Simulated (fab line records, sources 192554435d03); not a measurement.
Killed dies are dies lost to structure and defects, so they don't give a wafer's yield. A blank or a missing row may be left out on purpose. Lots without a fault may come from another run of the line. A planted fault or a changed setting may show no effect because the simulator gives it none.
fab line records | flow n5_finfet
record lots=12 wafers=36 last_day=19
route steps=1938 shown ZERO_LAYER@15 WELL_APT@31 PASSIVATION@1936
lots that met no fault: from a run of the same line without faults
start_h: hours from the record's first day to the start of the lot's first wafer shown | wait_h: hours since the lot's step before | " the same as in the row above | L1.1+2: a row that stands for several wafers | - no value, or no start given | * or withheld: withheld | < > ~ a bound
route shown NAME@n: a module of which the file shows steps, and the number in the route of the first | usual: mean/standard deviation of fault-free wafers | same: alike in all rows | chamber/n: place in a boat | sites: the reading at each site | _std_site: their standard deviation | _edge_site: outer sites' mean less inner sites' | radius_mm: how far each site lies from the wafer's centre | mask NAME#n: copy n | behind: the tool/chamber that last shaped the wafer | hold: why the lot was held/for how many hours/how that ended | device: the transistor (n, p or np) that didn't switch | end of line: the same wafers' tests at the end of the route | a step without rows: its recipe alone | killed: dies lost to structure and defects at the first sort, not the wafer's yield | map: a wafer's dies, x killed, . not, _ none there
set.NAME: the setting as run; set.NAME@STEP: as run at that earlier step | model.NAME: the simulator's own value behind a step, which no gauge read
steps of the route over a sample of lots; a table a step, a row a wafer
services: from which hour (start_h, from the record's first day; less than 0 if before it) a tool's chamber was out of use, for how many hours, and why
## steps
# step N5_ZERO_LAYER_ETCH_17
# recipe chemistry=CF4 target=SiO2 target_depth_a=120 time_s=13.3 ion_energy_ev=350 pressure_mtorr=40 source_w=450 bias_w=215 Ar_flow_sccm=100 cf4_flow_sccm=100
# usual bias_w=215.0/0.63 drypump_motor_current_A=5.8/0.58 oes_product_au=0.82/0.09 rf_vpp_V=948/4 showerhead_plenum_p_Torr=2.13/0.056 throttle_valve_pct=15.62/0.22
# columns lot.wafer tool chamber start_h wait_h bias_w drypump_motor_current_A oes_product_au rf_hours_counter_h rf_vpp_V showerhead_plenum_p_Torr throttle_valve_pct
L730.1 rie_diel-04 1 12.81 0.0 215.0 5.2 0.69 244 953 2.18 16.05
L730.3 " 2 " " 215.8 5.2 0.74 146 943 2.05 15.63
L730.5 " 3 " " 215.1 5.6 0.85 - 946 2.09 15.67
L732.2 rie_diel-04 3 24.94 0.0 214.2 5.6 0.83 79 944 2.09 15.69
L732.3 " 1 " " 215.6 5.1 0.69 249 952 2.18 16.05
L732.5 " 3 " " 215.1 5.6 0.83 - 944 2.09 15.70
L733.2 rie_diel-02 1 30.86 0.0 214.8 6.4 0.80 117 957 2.23 15.30
L733.4 " 3 " " 214.6 6.8 0.86 53 948 2.09 15.86
L733.6 " 1 " " 214.8 6.4 0.79 - 956 2.23 15.31
L734.1 rie_diel-06 3 36.74 0.0 215.0 5.0 0.77 111 948 2.16 15.68
L734.4 " 0 " " 215.3 6.5 0.71 230 953 2.19 15.86
L734.6 " 2 " " 215.2 5.7 0.82 - 945 2.07 15.69
L736.1 rie_diel-02 3 48.86 0.0 214.8 6.8 0.85 57 946 2.09 15.88
L736.3 " 0 " " 214.2 5.4 0.96 12 952 2.17 15.29
L736.4 " 2 " " 215.8 6.6 0.84 38 945 2.10 15.38
L737.2 rie_diel-02 0 54.84 0.0 214.6 5.4 0.95 13 952 2.17 15.27
L737.4 " 1 " " 215.2 6.4 0.79 123 954 2.23 15.31
L737.6 " 3 " " 216.1 6.8 0.85 - 944 2.09 15.88
L738.1 rie_diel-02 0 60.86 0.0 215.0 5.4 0.95 15 950 2.17 15.28
L738.4 " 1 " " 214.4 6.4 0.79 124 954 2.23 15.31
L738.6 " 3 " " 215.6 6.8 0.85 - 944 2.09 15.89
L739.1 rie_diel-06 1 66.97 0.0 215.3 6.0 0.73 169 954 2.22 15.92
L739.2 " 3 " " 214.7 4.9 0.76 119 950 2.16 15.69
L739.5 " 1 " " 214.8 6.0 0.74 - 955 2.22 15.94
L741.2 rie_diel-04 3 78.98 0.0 216.1 5.6 0.81 95 944 2.08 15.73
L741.4 " 0 " " 214.4 6.0 1.01 1 947 2.13 15.49
L741.6 " 2 " " 216.0 5.2 0.72 - 944 2.05 15.68
L747.1 rie_diel-06 0 114.97 0.0 214.8 6.5 0.68 250 951 2.19 15.92
L747.2 " 2 " " 214.0 5.7 0.80 117 944 2.06 15.74
L747.4 " 3 " " 215.2 4.9 0.74 131 949 2.15 15.70
L749.2 rie_diel-04 2 126.76 0.0 216.6 5.2 0.71 179 944 2.04 15.69
L749.4 " 0 " " 213.8 6.0 0.95 14 946 2.12 15.53
L749.6 " 2 " " 217.1 5.2 0.70 - 942 2.04 15.70
L752.1 rie_diel-04 0 144.84 0.0 214.4 6.0 0.95 20 945 2.12 15.53
L752.3 " 1 " " 215.6 5.1 0.91 28 951 2.16 15.57
L752.4 " 2 " " 215.8 5.2 0.70 185 943 2.04 15.70
# step N5_ZERO_LAYER_INSPECT_20
# recipe inspect_instrument=darkfield mode=post_clean
# usual raw_defect_count=35/18
# columns lot.wafer tool chamber start_h wait_h raw_defect_count
L730.1 defect_inspect-01 - 13.37 0.0 34
L730.3 " - " " 15
L730.5 " - " " 25
L732.2 defect_inspect-02 - 25.53 0.0 22
L732.3 " - " " 21
L732.5 " - " " 15
L733.2 defect_inspect-02 - 31.42 0.0 46
L733.4 " - " " 29
L733.6 " - " " 15
L734.1 defect_inspect-02 - 37.28 0.0 25
L734.4 " - " " 33
L734.6 " - " " 19
L736.1 defect_inspect-01 - 49.42 0.0 45
L736.3 " - " " 28
L736.4 " - " " 64
L737.2 defect_inspect-02 - 55.39 0.0 55
L737.4 " - " " 43
L737.6 " - " " 38
L738.1 defect_inspect-02 - 61.64 0.0 49
L738.4 " - " " 41
L738.6 " - " " 46
L739.1 defect_inspect-02 - 67.52 0.0 39
L739.2 " - " " 49
L739.5 " - " " 37
L741.2 defect_inspect-02 - 79.52 0.0 53
L741.4 " - " " 30
L741.6 " - " " 26
L747.1 defect_inspect-01 - 115.51 0.0 20
L747.2 " - " " 34
L747.4 " - " " 14
L749.2 defect_inspect-01 - 127.29 0.0 39
L749.4 " - " " 28
L749.6 " - " " 10
L752.1 defect_inspect-02 - 145.43 0.0 20
L752.3 " - " " 36
L752.4 " - " " 33
# step N5_WELL_APT_DESCUM_13
# recipe chemistry=O2 time_s=7.9 source_power_w=50 bias_power_w=20 pressure_mtorr=20 rf_frequency_hz=2.712e+07 temp_c=40 o2_flow_sccm=225
# usual drypump_motor_current_A=5.7/0.32 oes_product_au=0.79/0.11 rf_vpp_V=243.0/1.7 showerhead_plenum_p_Torr=2.09/0.097 throttle_valve_pct=20.48/0.2
# columns lot.wafer tool chamber start_h wait_h drypump_motor_current_A oes_product_au rf_hours_counter_h rf_vpp_V showerhead_plenum_p_Torr throttle_valve_pct
L730.1 rie_diel-03 0 14.03 0.1 5.7 0.72 211 241.8 1.98 20.21
L730.3 " 1 " " 5.5 0.67 248 241.5 1.96 20.59
L730.5 " 0 " " 5.6 0.72 - 241.0 1.98 20.18
L732.2 rie_diel-05 0 26.04 0.0 5.5 0.84 64 242.0 1.96 20.74
L732.3 " 3 " " 5.5 0.73 187 242.6 2.17 20.55
L732.5 " 1 " " 5.6 0.68 - 243.7 2.06 20.60
L733.2 rie_diel-05 2 31.94 0.0 5.6 0.94 4 245.8 2.25 20.36
L733.4 " 1 " " 5.5 0.68 220 243.6 2.06 20.61
L733.6 " 3 " " 5.5 0.72 - 245.1 2.17 20.54
L734.1 rie_diel-05 2 37.67 0.0 5.7 0.96 6 244.8 2.25 20.36
L734.4 " 1 " " 5.6 0.69 222 241.1 2.06 20.63
L734.6 " 2 " " 5.7 0.96 - 243.1 2.25 20.33
L736.1 rie_diel-05 3 49.81 0.0 5.5 0.72 195 242.6 2.16 20.56
L736.3 " 2 " " 5.7 0.95 9 244.4 2.25 20.36
L736.4 " 0 " " 5.5 0.83 73 240.0 1.96 20.75
L737.2 rie_diel-05 2 55.90 0.0 5.6 0.93 11 244.4 2.24 20.35
L737.4 " 0 " " 5.6 0.84 75 240.9 1.96 20.76
L737.6 " 2 " " 5.6 0.94 - 246.7 2.24 20.34
L738.1 rie_diel-03 0 62.03 0.0 5.7 0.70 227 241.0 1.97 20.20
L738.4 " 2 " " 5.7 0.72 189 240.9 2.01 20.76
L738.6 " 2 " " 5.7 0.72 - 241.3 2.01 20.74
L739.1 rie_diel-05 1 68.03 0.0 5.6 0.67 230 241.7 2.06 20.62
L739.2 " 2 " " 5.7 0.93 14 245.9 2.24 20.37
L739.5 " 1 " " 5.6 0.68 - 243.3 2.06 20.64
L741.2 rie_diel-05 1 80.08 0.1 5.5 0.68 234 242.0 2.05 20.64
L741.4 " 3 " " 5.5 0.71 204 242.8 2.16 20.59
L741.6 " 2 " " 5.6 0.92 - 244.7 2.24 20.36
L747.1 rie_diel-03 0 116.03 0.0 5.6 0.69 243 241.6 1.97 20.26
L747.2 " 3 " " 6.5 0.73 162 244.4 2.10 20.32
L747.4 " 1 " " 5.5 0.92 25 245.0 2.22 20.38
L749.2 rie_diel-01 1 127.81 0.0 5.8 0.91 39 241.4 2.07 20.36
L749.4 " 3 " " 6.5 0.93 - 244.8 2.24 20.67
L749.6 " 0 " " 5.6 0.96 - 241.6 2.04 20.23
L752.1 rie_diel-03 1 145.99 0.1 5.5 0.90 36 245.5 2.21 20.39
L752.3 " 3 " " 6.5 0.73 173 243.9 2.10 20.33
L752.4 " 1 " " 5.5 0.90 - 246.9 2.21 20.37
# step N5_WELL_APT_IMPLANT_15
# recipe species=As energy_kev=25 dose_cm2=1.5e+13 tilt_deg=0 rotation_deg=0
# usual beam_energy_keV=25.000/0.0082
# columns lot.wafer tool chamber start_h wait_h beam_energy_keV
L730.1 implanter-01 0 14.31 0.1 25.006
L730.3 " 0 " " 25.012
L730.5 " 0 " " 25.018
L732.2 implanter-02 0 26.35 0.1 25.002
L732.3 " 0 " " 25.001
L732.5 " 0 " " 25.004
L733.2 implanter-01 0 32.25 0.1 25.017
L733.4 " 0 " " 25.002
L733.6 " 0 " " 25.003
L734.1 implanter-02 0 37.95 0.1 24.999
L734.4 " 0 " " 25.002
L734.6 " 0 " " 24.998
L736.1 implanter-01 0 50.09 0.1 17.434
L736.3 " 0 " " 17.441
L736.4 " 0 " " 17.431
L737.2 implanter-01 0 56.21 0.1 17.443
L737.4 " 0 " " 17.436
L737.6 " 0 " " 17.434
L738.1 implanter-01 0 62.31 0.1 17.431
L738.4 " 0 " " 17.440
L738.6 " 0 " " 17.441
L739.1 implanter-01 0 68.31 0.1 17.442
L739.2 " 0 " " 17.433
L739.5 " 0 " " 17.427
L741.2 implanter-02 0 80.39 0.1 24.994
L741.4 " 0 " " 24.990
L741.6 " 0 " " 24.990
L747.1 implanter-02 0 116.30 0.1 25.010
L747.2 " 0 " " 24.994
L747.4 " 0 " " 25.001
L749.2 implanter-02 0 128.12 0.1 25.002
L749.4 " 0 " " 25.000
L749.6 " 0 " " 24.999
L752.1 implanter-02 0 146.27 0.1 24.982
L752.3 " 0 " " 24.992
L752.4 " 0 " " 24.986
# step N5_PASSIVATION_PROBE_49
# usual killed_at_M0_to_M3=33/11 killed_at_M4_up=14/5 killed_at_contacts=11/7.3 killed_at_front_end=43/12 killed_at_other=4/3.1 killed_dies=106/17 killed_open=69/13 killed_short=34/8.7
# same gross_dies=1180 killed_at_back_side=0
# columns lot.wafer tool chamber start_h wait_h killed_at_M0_to_M3 killed_at_M4_up killed_at_contacts killed_at_front_end killed_at_other killed_dies killed_open killed_short
L732.2 prober-01 - 321.58 0.1 46 19 15 38 4 122 82 37
L732.3 prober-01 - 321.63 0.1 33 20 14 30 3 100 52 46
L732.5 prober-01 - 321.73 0.2 32 11 14 45 9 111 73 37
L730.1 prober-01 - 326.47 0.0 27 14 8 63 1 113 82 26
L730.3 prober-01 - 326.57 0.1 27 11 6 55 0 99 72 26
L730.5 prober-01 - 326.67 0.2 31 17 11 61 3 123 78 44
L733.2 prober-02 - 326.89 0.1 26 9 9 37 9 90 66 24
L733.4 prober-02 - 326.99 0.2 26 9 9 45 5 94 66 28
L733.6 prober-02 - 327.09 0.3 32 16 7 43 5 103 70 28
L734.1 prober-01 - 336.56 0.0 41 12 15 36 11 115 73 33
L734.4 prober-01 - 336.71 0.2 42 15 19 50 8 134 85 46
L734.6 prober-01 - 336.81 0.3 32 15 30 41 8 126 81 36
L736.3 prober-01 - 349.23 0.1 33 14 1 29 7 84 50 30
L736.4 prober-01 - 349.28 0.2 49 13 9 42 3 116 64 50
L741.2 prober-02 - 357.36 0.1 26 10 14 38 1 89 56 31
L741.4 prober-02 - 357.46 0.2 34 20 4 67 4 129 72 50
L741.6 prober-02 - 357.56 0.3 41 18 7 64 3 133 83 47
L738.1 prober-01 - 357.76 0.0 36 13 9 53 3 114 73 38
L738.6 prober-01 - 358.01 0.3 54 11 5 56 4 130 84 44
L739.1 prober-01 - 365.96 0.0 37 24 8 30 3 102 66 32
L739.2 prober-01 - 366.01 0.1 40 6 13 24 3 86 53 33
L739.5 prober-01 - 366.16 0.2 31 15 19 29 13 107 63 43
L747.1 prober-02 - 425.35 0.0 27 18 19 61 1 126 87 38
L747.2 prober-02 - 425.40 0.1 52 16 9 43 4 124 77 46
L747.4 prober-02 - 425.50 0.2 21 19 15 36 7 98 67 29
L752.1 prober-02 - 438.49 0.0 25 9 7 29 3 73 49 22
L752.3 prober-02 - 438.59 0.1 25 12 7 32 4 80 54 26
L752.4 prober-02 - 438.64 0.2 38 12 7 33 3 93 69 23
L749.2 prober-01 - 444.63 0.1 35 11 4 31 3 84 51 32
L749.4 prober-01 - 444.73 0.2 43 14 4 26 3 90 56 33
L749.6 prober-01 - 444.83 0.3 43 17 15 36 9 120 82 38
# killed by level:class
L732.2 MOL_CONTACT_COAG:geometric_particle:open=13 BEOL_M4:geometric_particle:open=12 BEOL_M2:geometric_particle:open=10 BEOL_M0_SAQP:geometric_particle:open=8 GATE_CUT:geometric_particle:short=7 BEOL_M0_SAQP:geometric_particle:short=7 FIN_SAQP:geometric_particle:open=6 BEOL_M3:geometric_particle:open=6
L732.3 BEOL_M4:geometric_particle:open=12 FIN_SAQP:geometric_particle:short=9 MOL_CONTACT_COAG:geometric_particle:open=9 BEOL_M0_SAQP:geometric_particle:short=8 FIN_SAQP:geometric_particle:open=6 BEOL_M0_SAQP:geometric_particle:open=6 BEOL_M0:geometric_particle:short=5 STARTING-WAFER:geometric_particle:short=5
L732.5 STI_FIN_REVEAL:geometric_particle:open=13 MOL_CONTACT_COAG:geometric_particle:open=9 BEOL_M0_SAQP:geometric_particle:open=6 BEOL_M0_SAQP:geometric_particle:short=6 DUMMY_GATE:geometric_particle:open=5 GATE_CUT:geometric_particle:open=5 STARTING-WAFER:geometric_particle:open=5 FIN_SAQP:geometric_particle:short=4
L730.1 STI_FIN_REVEAL:geometric_particle:open=30 BEOL_M3:geometric_particle:open=10 FIN_SAQP:geometric_particle:open=9 FIN_SAQP:geometric_particle:short=7 MOL_CONTACT_COAG:geometric_particle:open=5 BEOL_M2:geometric_particle:open=4 BEOL_M5:geometric_particle:open=4 BEOL_M4:geometric_particle:open=4
L730.3 STI_FIN_REVEAL:geometric_particle:open=23 FIN_SAQP:geometric_particle:open=11 BEOL_M0_SAQP:geometric_particle:open=6 MOL_CONTACT_COAG:geometric_particle:open=5 BEOL_M0_SAQP:geometric_particle:short=5 BEOL_M1:geometric_particle:short=5 BEOL_M1:geometric_particle:open=4 BEOL_M4:geometric_particle:open=4
L730.5 STI_FIN_REVEAL:geometric_particle:open=18 BEOL_M1:geometric_particle:open=11 STI_FIN_REVEAL:geometric_particle:short=10 MOL_CONTACT_COAG:geometric_particle:open=9 FIN_SAQP:geometric_particle:short=8 FIN_SAQP:geometric_particle:open=8 BEOL_M4:geometric_particle:open=8 GATE_CUT:geometric_particle:short=7
L733.2 STI_FIN_REVEAL:geometric_particle:open=11 BEOL_M1:geometric_particle:open=11 MOL_CONTACT_COAG:geometric_particle:open=9 FIN_SAQP:geometric_particle:open=7 BEOL_M0_SAQP:geometric_particle:open=7 FIN_SAQP:geometric_particle:short=5 GATE_CUT:geometric_particle:open=3 STARTING-WAFER:geometric_particle:open=3
L733.4 STI_FIN_REVEAL:geometric_particle:open=18 MOL_CONTACT_COAG:geometric_particle:open=8 BEOL_M1:geometric_particle:open=6 BEOL_M0_SAQP:geometric_particle:open=6 BEOL_M0_SAQP:geometric_particle:short=6 FIN_SAQP:geometric_particle:open=5 FIN_SAQP:geometric_particle:short=4 GATE_CUT:geometric_particle:open=3
L733.6 FIN_SAQP:geometric_particle:open=13 BEOL_M1:geometric_particle:open=9 BEOL_M0_SAQP:geometric_particle:open=8 MOL_CONTACT_COAG:geometric_particle:open=6 BEOL_M2:geometric_particle:open=6 FIN_SAQP:geometric_particle:short=5 GATE_CUT:geometric_particle:short=5 STARTING-WAFER:geometric_particle:short=5
L734.1 MOL_CONTACT_COAG:geometric_particle:open=14 BEOL_M2:geometric_particle:open=9 FIN_SAQP:geometric_particle:short=8 BEOL_M0_SAQP:geometric_particle:open=8 BEOL_M0_SAQP:geometric_particle:short=7 PASSIVATION:area_etch=7 FIN_SAQP:geometric_particle:open=6 STI_FIN_REVEAL:geometric_particle:open=5
L734.4 MOL_CONTACT_COAG:geometric_particle:open=13 FIN_SAQP:geometric_particle:open=12 BEOL_M1:geometric_particle:short=12 FIN_SAQP:geometric_particle:short=10 STI_FIN_REVEAL:geometric_particle:open=10 BEOL_M1:geometric_particle:open=8 BEOL_M3:geometric_particle:open=5 DUMMY_GATE:geometric_particle:open=4
L734.6 MOL_CONTACT_COAG:geometric_particle:open=20 MOL_CONTACT_COAG:geometric_particle:short=10 STI_FIN_REVEAL:geometric_particle:open=9 BEOL_M1:geometric_particle:open=9 BEOL_M4:geometric_particle:open=9 HKMG_FIN:area_etch=6 FIN_SAQP:geometric_particle:short=5 STI_FIN_REVEAL:geometric_particle:short=5
L736.3 BEOL_M3:geometric_particle:open=8 BEOL_M1:geometric_particle:open=7 FIN_SAQP:geometric_particle:short=6 STI_FIN_REVEAL:geometric_particle:open=6 BEOL_M2:geometric_particle:open=5 FIN_SAQP:geometric_particle:open=4 BEOL_M0_SAQP:geometric_particle:short=4 BEOL_M3:geometric_particle:short=4
L736.4 BEOL_M0_SAQP:geometric_particle:open=12 BEOL_M1:geometric_particle:open=10 FIN_SAQP:geometric_particle:short=9 BEOL_M0_SAQP:geometric_particle:short=8 GATE_CUT:geometric_particle:open=7 GATE_CUT:geometric_particle:short=6 MOL_CONTACT_COAG:geometric_particle:open=6 BEOL_M2:geometric_particle:open=6
L741.2 MOL_CONTACT_COAG:geometric_particle:open=11 FIN_SAQP:geometric_particle:short=7 GATE_CUT:geometric_particle:short=7 BEOL_M0_SAQP:geometric_particle:short=6 BEOL_M0_SAQP:geometric_particle:open=6 BEOL_M2:geometric_particle:open=5 BEOL_M3:geometric_particle:open=5 STARTING-WAFER:geometric_particle:open=5
L741.4 GATE_CUT:geometric_particle:short=14 FIN_SAQP:geometric_particle:short=12 BEOL_M4:geometric_particle:open=12 FIN_SAQP:geometric_particle:open=11 BEOL_M0_SAQP:geometric_particle:open=9 HKMG_FIN:area_etch=7 STI_FIN_REVEAL:geometric_particle:open=6 BEOL_M1:geometric_particle:open=6
L741.6 FIN_SAQP:geometric_particle:short=20 BEOL_M0_SAQP:geometric_particle:open=12 FIN_SAQP:geometric_particle:open=10 BEOL_M2:geometric_particle:open=10 BEOL_M4:geometric_particle:open=9 DUMMY_GATE:geometric_particle:open=6 GATE_CUT:geometric_particle:short=5 MOL_CONTACT_COAG:geometric_particle:open=5
L738.1 STI_FIN_REVEAL:geometric_particle:open=16 BEOL_M0_SAQP:geometric_particle:short=11 DUMMY_GATE:geometric_particle:open=10 BEOL_M1:geometric_particle:open=8 MOL_CONTACT_COAG:geometric_particle:open=6 BEOL_M2:geometric_particle:open=6 FIN_SAQP:geometric_particle:short=5 STARTING-WAFER:geometric_particle:short=5
L738.6 BEOL_M0_SAQP:geometric_particle:open=18 BEOL_M0_SAQP:geometric_particle:short=16 FIN_SAQP:geometric_particle:open=13 DUMMY_GATE:geometric_particle:open=10 FIN_SAQP:geometric_particle:short=9 STI_FIN_REVEAL:geometric_particle:open=6 BEOL_M1:geometric_particle:open=6 BEOL_M0:geometric_particle:open=5
L739.1 BEOL_M0_SAQP:geometric_particle:short=11 BEOL_M0_SAQP:geometric_particle:open=10 STI_FIN_REVEAL:geometric_particle:open=8 MOL_CONTACT_COAG:geometric_particle:open=7 BEOL_M1:geometric_particle:open=6 BEOL_M2:geometric_particle:open=6 BEOL_M8:geometric_particle:open=6 DUMMY_GATE:geometric_particle:open=4
L739.2 MOL_CONTACT_COAG:geometric_particle:open=13 BEOL_M1:geometric_particle:open=9 BEOL_M2:geometric_particle:open=9 BEOL_M0:geometric_particle:short=6 BEOL_M1:geometric_particle:short=6 FIN_SAQP:geometric_particle:open=5 GATE_CUT:geometric_particle:short=4 BEOL_M0_SAQP:geometric_particle:short=4
L739.5 MOL_CONTACT_COAG:geometric_particle:open=12 GATE_CUT:geometric_particle:short=8 MOL_CONTACT_COAG:geometric_particle:short=7 STI_FIN_REVEAL:geometric_particle:open=6 BEOL_M4:geometric_particle:open=6 BEOL_M0_SAQP:geometric_particle:open=5 BEOL_M3:geometric_particle:open=5 BEOL_M1:geometric_particle:short=4
L747.1 MOL_CONTACT_COAG:geometric_particle:open=19 FIN_SAQP:geometric_particle:open=17 FIN_SAQP:geometric_particle:short=14 BEOL_M5:geometric_particle:open=7 DUMMY_GATE:geometric_particle:open=6 BEOL_M3:geometric_particle:short=5 STI_FIN_REVEAL:geometric_particle:open=5 GATE_CUT:geometric_particle:open=5
L747.2 BEOL_M1:geometric_particle:open=15 STI_FIN_REVEAL:geometric_particle:open=13 BEOL_M0_SAQP:geometric_particle:short=12 BEOL_M3:geometric_particle:open=12 GATE_CUT:geometric_particle:short=10 MOL_CONTACT_COAG:geometric_particle:open=8 BEOL_M5:geometric_particle:open=8 FIN_SAQP:geometric_particle:short=6
L747.4 MOL_CONTACT_COAG:geometric_particle:open=12 STI_FIN_REVEAL:geometric_particle:open=10 BEOL_M3:geometric_particle:open=6 BEOL_M4:geometric_particle:open=6 BEOL_M0_SAQP:geometric_particle:short=5 MIM_TOP:geometric_particle:open=5 FIN_SAQP:geometric_particle:short=4 FIN_SAQP:geometric_particle:open=4
L752.1 BEOL_M0_SAQP:geometric_particle:open=6 BEOL_M2:geometric_particle:open=6 DUMMY_GATE:geometric_particle:open=5 BEOL_M0_SAQP:geometric_particle:short=5 BEOL_M3:geometric_particle:open=5 MOL_CONTACT_COAG:geometric_particle:open=4 STARTING-WAFER:geometric_particle:open=4 FIN_SAQP:geometric_particle:short=3
L752.3 BEOL_M4:geometric_particle:open=8 STI_FIN_REVEAL:geometric_particle:open=6 BEOL_M3:geometric_particle:open=6 FIN_SAQP:geometric_particle:short=5 DUMMY_GATE:geometric_particle:open=5 MOL_CONTACT_COAG:geometric_particle:open=5 BEOL_M0_SAQP:geometric_particle:open=5 BEOL_M1:geometric_particle:open=5
L752.4 BEOL_M2:geometric_particle:open=10 BEOL_M4:geometric_particle:open=8 BEOL_M0_SAQP:geometric_particle:short=8 STI_FIN_REVEAL:geometric_particle:open=7 BEOL_M0_SAQP:geometric_particle:open=7 FIN_SAQP:geometric_particle:open=6 MOL_CONTACT_COAG:geometric_particle:open=6 DUMMY_GATE:geometric_particle:open=5
L749.2 BEOL_M1:geometric_particle:open=12 BEOL_M0_SAQP:geometric_particle:short=11 STI_FIN_REVEAL:geometric_particle:open=7 BEOL_M0_SAQP:geometric_particle:open=5 STARTING-WAFER:geometric_particle:short=4 FIN_SAQP:geometric_particle:short=3 FIN_SAQP:geometric_particle:open=3 MOL_CONTACT_COAG:geometric_particle:short=3
L749.4 BEOL_M0_SAQP:geometric_particle:short=9 BEOL_M0_SAQP:geometric_particle:open=8 BEOL_M1:geometric_particle:open=7 BEOL_M4:geometric_particle:open=7 BEOL_M2:geometric_particle:open=6 STI_FIN_REVEAL:geometric_particle:open=4 BEOL_M3:geometric_particle:open=4 FIN_SAQP:geometric_particle:short=3
L749.6 MOL_CONTACT_COAG:geometric_particle:open=13 BEOL_M0_SAQP:geometric_particle:open=13 BEOL_M0_SAQP:geometric_particle:short=11 BEOL_M4:geometric_particle:open=9 STI_FIN_REVEAL:geometric_particle:open=8 FIN_SAQP:geometric_particle:open=7 GATE_CUT:geometric_particle:short=7 BEOL_M1:geometric_particle:open=7
## services
# columns tool chamber start_h hours kind
rie_diel-06 - -11.13 2.8 pm
rie_diel-04 3 -8.38 4.3 repair
rie_diel-03 0 -4.41 3.4 repair
rie_diel-02 2 1.35 26.8 repair
rie_diel-05 2 4.88 - clean
rie_diel-05 2 4.88 - consumable_replace:focus_ring
rie_diel-05 2 4.88 - consumable_replace:showerhead
rie_diel-05 2 4.88 17.5 scheduled_down
rie_diel-05 2 4.88 17.5 vent_cycle
rie_diel-04 0 17.51 10.0 repair
rie_diel-04 2 25.21 8.7 repair
rie_diel-04 1 34.29 - clean
implanter-02 - 42.31 34.7 repair
rie_diel-05 - 44.27 2.8 pm
rie_diel-03 2 54.26 1.3 repair
rie_diel-01 2 61.20 4.2 repair
rie_diel-04 3 65.13 6.8 repair
rie_diel-02 3 119.82 11.3 repair
rie_diel-05 1 129.37 - clean
rie_diel-05 1 129.37 - consumable_replace:focus_ring
rie_diel-05 1 129.37 22.9 scheduled_down
rie_diel-05 1 129.37 22.9 vent_cycle
implanter-01 - 134.40 5.8 pm
rie_diel-02 - 136.73 2.7 repair
## key
first_sign step=N5_WELL_APT_IMPLANT_15 reading=beam_energy_keV direction=down sigmas=99+ usual=25.000 struck=17.436
effect none on later readings
met_at N5_WELL_APT_IMPLANT_15
struck_lots L736,L737,L738,L739
rows_end L736.1,L737.2,L737.4,L737.6,L738.4
tester_left_out L736,L738,L739
not_acting_at N5_ZERO_LAYER_ETCH_17,N5_ZERO_LAYER_INSPECT_20,N5_WELL_APT_DESCUM_13
onset_between 32.25 50.09
fault kind=process_parameter_drift tool=implanter-01 chamber=- onset_h=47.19 steps=N5_WELL_APT_IMPLANT_15 channel=energy_kev offset=-7.5603 shape=step acts_in=these_recipes_only stated=25
# tester_left_out: of these lots the tester's yield and bins aren't shown, on N5 and GAA mostly nor the transistor test; their killed dies are dies lost to structure and defects alone, not to doping, threshold or leakage, so they don't give the yield
# rows_end: these wafers met a further fault down the route, and their rows from its step on are left out
